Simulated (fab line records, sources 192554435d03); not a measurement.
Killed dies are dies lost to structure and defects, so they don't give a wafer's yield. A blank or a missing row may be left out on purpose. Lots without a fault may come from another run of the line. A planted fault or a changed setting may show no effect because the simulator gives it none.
Split-lot experiment | flow n5_finfet | 7 lots, 39 wafers read, on a route of 1938 steps

THE SPLIT
At N5_MIM_BOT_ETCH_ETCH_00 (etches TiN in Cl2/BCl3, target depth 45.5 nm), the setting target_depth_a was moved away from the recipe's 455 angstrom on 15 of the 39 wafers read, by -57.3% to +51.3%. The other wafers ran this setting at the recipe's value.

The reading is taken at the split's own step.

THE READING
MIM_BOT_ETCH.cd_offset_nm (the simulator's own value, which no gauge read), in nm, at N5_MIM_BOT_ETCH_ETCH_00 (etches TiN in Cl2/BCl3, target depth 45.5 nm). The file gives no usual value for it. The 24 wafers here that ran the recipe average -0.0 nm, standard deviation 0.21 nm.

wafer  | tool, chamber at the split | target_depth_a as run, angstrom | against the recipe | MIM_BOT_ETCH.cd_offset_nm, nm | against lot-mates on the recipe
L074.1 | rie_metal-01, 1            | 455                             | recipe             | -0.4                          | -
L074.2 | rie_metal-01, 0            | 677.5                           | +48.9%             | -0.8                          | -0.5
L074.3 | rie_metal-01, 0            | 455                             | recipe             | -0.4                          | -
L074.4 | rie_metal-01, 1            | 677.5                           | +48.9%             | -1.2                          | -0.9
L074.5 | rie_metal-01, 1            | 677.5                           | +48.9%             | -1.6                          | -1.3
L074.6 | rie_metal-01, 0            | 455                             | recipe             | -0.2                          | -
L075.1 | rie_metal-02, 1            | 688.2                           | +51.3%             | -1.2                          | -1.0
L075.2 | rie_metal-02, 0            | 455                             | recipe             | -0.2                          | -
L075.3 | rie_metal-02, 1            | 688.2                           | +51.3%             | -1.6                          | -1.4
L075.4 | rie_metal-02, 0            | 455                             | recipe             | -0.2                          | -
L075.5 | rie_metal-02, 1            | 688.2                           | +51.3%             | -1.6                          | -1.4
L075.6 | rie_metal-02, 0            | 455                             | recipe             | -0.2                          | -
L076.1 | rie_metal-03, 0            | 371.1                           | -18.4%             | 0.6                           | +0.7
L076.2 | rie_metal-03, 1            | 455                             | recipe             | 0                             | -
L076.3 | rie_metal-03, 0            | 371.1                           | -18.4%             | 0.4                           | +0.5
L076.4 | rie_metal-03, 1            | 455                             | recipe             | 0                             | -
L076.5 | rie_metal-03, 0            | 371.1                           | -18.4%             | 0.2                           | +0.3
L076.6 | rie_metal-03, 1            | 455                             | recipe             | -0.2                          | -
L077.1 | rie_metal-02, 1            | 455                             | recipe             | 0.2                           | -
L077.2 | rie_metal-02, 0            | 455                             | recipe             | 0.2                           | -
L077.3 | rie_metal-02, 0            | 455                             | recipe             | 0                             | -
L077.4 | rie_metal-02, 1            | 455                             | recipe             | 0                             | -
L077.5 | rie_metal-02, 1            | 455                             | recipe             | 0                             | -
L077.6 | rie_metal-02, 0            | 455                             | recipe             | 0                             | -
L078.3 | rie_metal-02, 1            | 455                             | recipe             | 0                             | -
L078.5 | rie_metal-02, 0            | 455                             | recipe             | 0.4                           | -
L078.6 | rie_metal-02, 1            | 455                             | recipe             | 0.2                           | -
L080.1 | rie_metal-02, 1            | 455                             | recipe             | -0.4                          | -
L080.2 | rie_metal-02, 0            | 684.4                           | +50.4%             | -1                            | -0.9
L080.3 | rie_metal-02, 1            | 684.4                           | +50.4%             | -1.4                          | -1.3
L080.4 | rie_metal-02, 0            | 455                             | recipe             | 0.2                           | -
L080.5 | rie_metal-02, 1            | 684.4                           | +50.4%             | -1.4                          | -1.3
L080.6 | rie_metal-02, 0            | 455                             | recipe             | 0                             | -
L091.1 | rie_metal-03, 0            | 455                             | recipe             | 0                             | -
L091.2 | rie_metal-03, 1            | 455                             | recipe             | 0.2                           | -
L091.3 | rie_metal-03, 1            | 194.2                           | -57.3%             | 1.2                           | +1.1
L091.4 | rie_metal-03, 0            | 194.2                           | -57.3%             | 1.2                           | +1.1
L091.5 | rie_metal-03, 0            | 194.2                           | -57.3%             | 1.2                           | +1.1
L091.6 | rie_metal-03, 1            | 455                             | recipe             | 0                             | -

THE FIT
A straight line over all 39 wafers: MIM_BOT_ETCH.cd_offset_nm changes by -0.0241 nm for each +1% of target_depth_a; r = -0.96; the points scatter about the line by 0.22 nm.
The same after taking each lot's own level away (the mean of its wafers on the recipe; 39 wafers): -0.0215 nm for each +1%; r = -0.96; scatter 0.19 nm.
On that fit, the largest move of target_depth_a shifts the reading by 1.2 nm.
The lots' own levels span -0.33 to 0.20 nm, that is 2.6 times the standard deviation above.
So the lot-to-lot level changes the slope: the two fits differ.
Check: with one of the wafers moved furthest among these (-57.3%) left out of the fit, the line predicts +1.24 nm for it against its lot-mates. It came out at +1.13 nm against them.

OTHER SPLITS ON THESE WAFERS
These wafers also went through other splits before the reading. Each is held against what the fit with the lots' levels taken away leaves over:
other split on the same wafers  | wafers away from the commonest value | r with MIM_BOT_ETCH.cd_offset_nm (lot level and that fit taken away)
N5_BEOL_M15_DEP_53 target_thk_a | 12                                   | -0.14

THE WHOLE CHAIN: every reading that the file lists as answering this split, in the file's order
step                    | what it does                                 | reading                                                                    | change (the file's fit)                | r (the file's)
N5_MIM_BOT_ETCH_ETCH_00 | etches TiN in Cl2/BCl3, target depth 45.5 nm | etch.depth_nm (the simulator's own value, which no gauge read)             | +0.458 nm for each +1% of the setting  | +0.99
N5_MIM_BOT_ETCH_ETCH_00 | etches TiN in Cl2/BCl3, target depth 45.5 nm | MIM_BOT_ETCH.cd_offset_nm (the simulator's own value, which no gauge read) | -0.0216 nm for each +1% of the setting | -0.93

THE FILE'S OWN FIT
MIM_BOT_ETCH.cd_offset_nm changes by -0.0216 nm for each +1% of target_depth_a, r = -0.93.
